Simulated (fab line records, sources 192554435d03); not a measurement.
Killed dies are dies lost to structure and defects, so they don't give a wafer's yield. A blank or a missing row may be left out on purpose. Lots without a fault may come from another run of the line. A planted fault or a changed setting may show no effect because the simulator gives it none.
Which tool did it? | flow n5_finfet | 15 lots, 45 wafers sampled, at 5 steps of a route of 1938

WHAT THE GAUGES READ, wafer by wafer
N5_BEOL_M9_OVL_MEAS_12.
lot  | measured     | on         | M9_OVL (nm)
L811 | day 10 09:25 | overlay-01 | 0.7 -1.2 -0.8
L813 | day 10 22:41 | overlay-01 | -0.4 -0.1 -1.0
L812 | day 10 22:30 | overlay-02 | -1.3 -1.3 -0.7
L814 | day 11 10:46 | overlay-02 | -0.5 -1.1 0.2
L817 | day 12 08:53 | overlay-02 | 0.8 0.2 0.2
L818 | day 12 09:02 | overlay-02 | 0.6 0.2 0.1
L820 | day 12 15:08 | overlay-02 | 0.2 -1.3 0.5
L819 | day 12 15:41 | overlay-02 | -1.3 -1.0 0.1
L822 | day 13 14:13 | overlay-02 | -0.4 -0.4 0.9
L825 | day 13 18:52 | overlay-02 | -1.1 -0.3 -0.2
L826 | day 14 09:33 | overlay-01 | 0.5 0.0 -0.7
L828 | day 14 19:35 | overlay-01 | 0.1 -0.5 0.1
L829 | day 14 19:55 | overlay-02 | 0.2 0.7 0.1
L833 | day 16 08:37 | overlay-01 | -0.8 -1.1 -0.4
L832 | day 16 12:22 | overlay-01 | -2.1 -0.6 -1.6

N5_BEOL_M9_INSPECT_13: inspects for defects (brightfield).
lot  | measured     | on                | raw_defect_count
L811 | day 10 09:26 | defect_inspect-02 | 632 537 597
L813 | day 10 22:42 | defect_inspect-02 | 423 446 446
L812 | day 10 22:31 | defect_inspect-02 | 539 605 385
L814 | day 11 10:47 | defect_inspect-02 | 473 492 383
L817 | day 12 08:54 | defect_inspect-02 | 353 300 311
L818 | day 12 09:04 | defect_inspect-01 | 416 352 364
L820 | day 12 15:09 | defect_inspect-02 | 432 352 424
L819 | day 12 15:43 | defect_inspect-02 | 584 539 393
L822 | day 13 14:15 | defect_inspect-02 | 446 433 663
L825 | day 13 18:53 | defect_inspect-01 | 543 436 553
L826 | day 14 09:34 | defect_inspect-02 | 419 358 416
L828 | day 14 19:37 | defect_inspect-02 | 521 452 459
L829 | day 14 19:56 | defect_inspect-02 | 463 348 396
L833 | day 16 08:38 | defect_inspect-01 | 386 440 512
L832 | day 16 12:23 | defect_inspect-01 | 445 590 414

N5_BEOL_M9_CD_MEAS_18: pitch 140 nm, target cd 70 nm.
lot  | measured     | on        | cd_nm (nm)
L811 | day 10 10:28 | cd_sem-02 | 68.3 69.7 68.8
L813 | day 10 23:16 | cd_sem-03 | 70.8 69.3 69.4
L812 | day 10 23:11 | cd_sem-01 | 71.3 70.9 71.3
L814 | day 11 11:23 | cd_sem-03 | 68.7 69.5 69.5
L817 | day 12 09:23 | cd_sem-02 | 70.7 70.2 71.1
L818 | day 12 09:34 | cd_sem-02 | 69.8 69.4 68.8
L820 | day 12 15:40 | cd_sem-03 | 71.0 71.2 71.1
L819 | day 12 16:19 | cd_sem-03 | 70.5 69.9 70.6
L822 | day 13 15:08 | cd_sem-02 | 71.0 71.2 71.1
L825 | day 13 19:29 | cd_sem-02 | 69.9 71.4 69.6
L826 | day 14 10:17 | cd_sem-03 | - - -
L828 | day 14 20:06 | cd_sem-03 | - - -
L829 | day 14 20:26 | cd_sem-01 | - - -
L833 | day 16 09:07 | cd_sem-02 | 71.7 70.7 71.2
L832 | day 16 12:52 | cd_sem-01 | 69.4 70.5 71.4

WHICH TOOL RAN EACH LOT (tool, then ch and the chambers of the sampled wafers, then the start)
lot  | N5_BEOL_M8_CURE_75            | N5_BEOL_M9_HM_OPEN_17
L811 | uv_cure-03 ch 0, day 10 05:53 | rie_metal-03 ch 0,1, day 10 10:09
L813 | uv_cure-02 ch 2, day 10 14:07 | rie_metal-01 ch 0,1, day 10 23:05
L812 | uv_cure-03 ch 2, day 10 14:31 | rie_metal-03 ch 1, day 10 23:00
L814 | uv_cure-03 ch 2, day 11 04:27 | rie_metal-03 ch 0,1, day 11 11:13
L817 | uv_cure-02 ch 0, day 12 02:01 | rie_metal-02 ch 0,1, day 12 09:13
L818 | uv_cure-03 ch 1, day 12 02:07 | rie_metal-02 ch 0,1, day 12 09:22
L820 | uv_cure-01 ch 0, day 12 08:39 | rie_metal-03 ch 0,1, day 12 15:28
L819 | uv_cure-03 ch 1, day 12 09:07 | rie_metal-01 ch 0,1, day 12 16:08
L822 | uv_cure-03 ch 2, day 13 07:55 | rie_metal-01 ch 0,1, day 13 14:55
L825 | uv_cure-01 ch 1, day 13 13:37 | rie_metal-01 ch 0,1, day 13 19:18
L826 | uv_cure-01 ch 0, day 14 04:21 | rie_metal-02 ch 0,1, day 14 10:06
L828 | uv_cure-03 ch 1, day 14 13:49 | rie_metal-02 ch 0,1, day 14 19:55
L829 | uv_cure-02 ch 2, day 14 13:55 | rie_metal-02 ch 0,1, day 14 20:17
L833 | uv_cure-03 ch 1, day 16 03:08 | rie_metal-03 ch 1, day 16 08:56
L832 | uv_cure-02 ch 0, day 16 06:20 | rie_metal-02 ch 0,1, day 16 12:41
- N5_BEOL_M8_CURE_75: cures SiCOH lowk, time 120 s.
- N5_BEOL_M9_HM_OPEN_17: chemistry Cl2/BCl3, target TiN, target depth 20 nm, overetch 6 nm.

WHAT THE TOOLS THEMSELVES READ (means of the sampled wafers that have a number; where no wafer has one, the mark that the record gives instead)
N5_BEOL_M8_CURE_75.
lot  | tool       | lamp_power_pct (%) | wafer_temp_C_max
L811 | uv_cure-03 | 52.38              | 371.9
L813 | uv_cure-02 | 52.27              | 372.9
L812 | uv_cure-03 | 52.30              | 371.3
L814 | uv_cure-03 | 52.29              | 370.9
L817 | uv_cure-02 | 52.37              | 371.5
L818 | uv_cure-03 | 52.31              | 371.3
L820 | uv_cure-01 | 52.26              | 371.8
L819 | uv_cure-03 | 52.22              | 371.7
L822 | uv_cure-03 | 52.29              | 371.1
L825 | uv_cure-01 | 52.34              | 371.6
L826 | uv_cure-01 | 52.32              | 372.0
L828 | uv_cure-03 | 52.33              | 371.6
L829 | uv_cure-02 | 52.32              | 372.8
L833 | uv_cure-03 | 52.32              | 371.5
L832 | uv_cure-02 | 52.34              | 371.5

N5_BEOL_M9_HM_OPEN_17.
lot  | tool         | bcl3_flow_sccm (sccm) | bias_w (W) | drypump_motor_current_A (A) | oes_product_au (a.u.) | throttle_valve_pct (%)
L811 | rie_metal-03 | 21.75                 | 126.2      | 5.1                         | 0.58                  | 21.91
L813 | rie_metal-01 | 21.78                 | 126.0      | 6.2                         | 0.75                  | 22.12
L812 | rie_metal-03 | 21.77                 | 126.1      | 5.8                         | 0.53                  | 21.67
L814 | rie_metal-03 | 21.77                 | 126.2      | 5.1                         | 0.58                  | 21.90
L817 | rie_metal-02 | 21.84                 | 126.2      | 5.6                         | 0.60                  | 22.31
L818 | rie_metal-02 | 21.75                 | 126.4      | 5.6                         | 0.60                  | 22.31
L820 | rie_metal-03 | 21.69                 | 126.0      | 5.1                         | 0.58                  | 21.91
L819 | rie_metal-01 | 21.76                 | 126.2      | 6.1                         | 0.69                  | 22.18
L822 | rie_metal-01 | 21.82                 | 126.0      | 6.2                         | 0.72                  | 22.15
L825 | rie_metal-01 | 21.76                 | 126.0      | 6.1                         | 0.69                  | 22.18
L826 | rie_metal-02 | -                     | -          | -                           | -                     | -
L828 | rie_metal-02 | -                     | -          | -                           | -                     | -
L829 | rie_metal-02 | -                     | -          | -                           | -                     | -
L833 | rie_metal-03 | 21.77                 | 126.1      | 5.8                         | 0.78                  | 21.39
L832 | rie_metal-02 | 21.73                 | 126.1      | 5.6                         | 0.74                  | 22.06

THE ANSWER, worked out from the rows above alone
Rule: what is usual is taken from the lots themselves. Put in order of their means at a reading, lots are off if they are a third of the lots or fewer, leave a main group of 4 or more, and stand apart from it by a gap of 3 or more times the standard deviation of the main group's means; of several such gaps the widest counts. A main group whose means are all the same, to the digits that the tables above print for the reading, isn't used. A lot without any number at a reading at which 4 lots or more have one is off too. The other lots that the step has rows for count as sound. The gauges are gone through in route order, then the tools' own readings, and for those a lot's mean is taken as printed above. The first step at which some lot is off is used, and at that step the reading that is off furthest; a lot without a number counts as furthest.
Off: L826, L828, L829, at N5_BEOL_M9_CD_MEAS_18 (cd_nm). Without a number there: L826, L828, L829. The main group: mean 70.3 nm, standard deviation 0.77.
A tool fits if, at a process step before that reading, it ran every lot that is off, and no sound lot after the first of them. The gauges at N5_BEOL_M9_CD_MEAS_18 aren't tried: what is off there is off at N5_BEOL_M9_HM_OPEN_17 too, on other tools, and a gauge's error can't cause that. None of those tried fits.

WHAT THE SIMULATOR HAD PUT IN
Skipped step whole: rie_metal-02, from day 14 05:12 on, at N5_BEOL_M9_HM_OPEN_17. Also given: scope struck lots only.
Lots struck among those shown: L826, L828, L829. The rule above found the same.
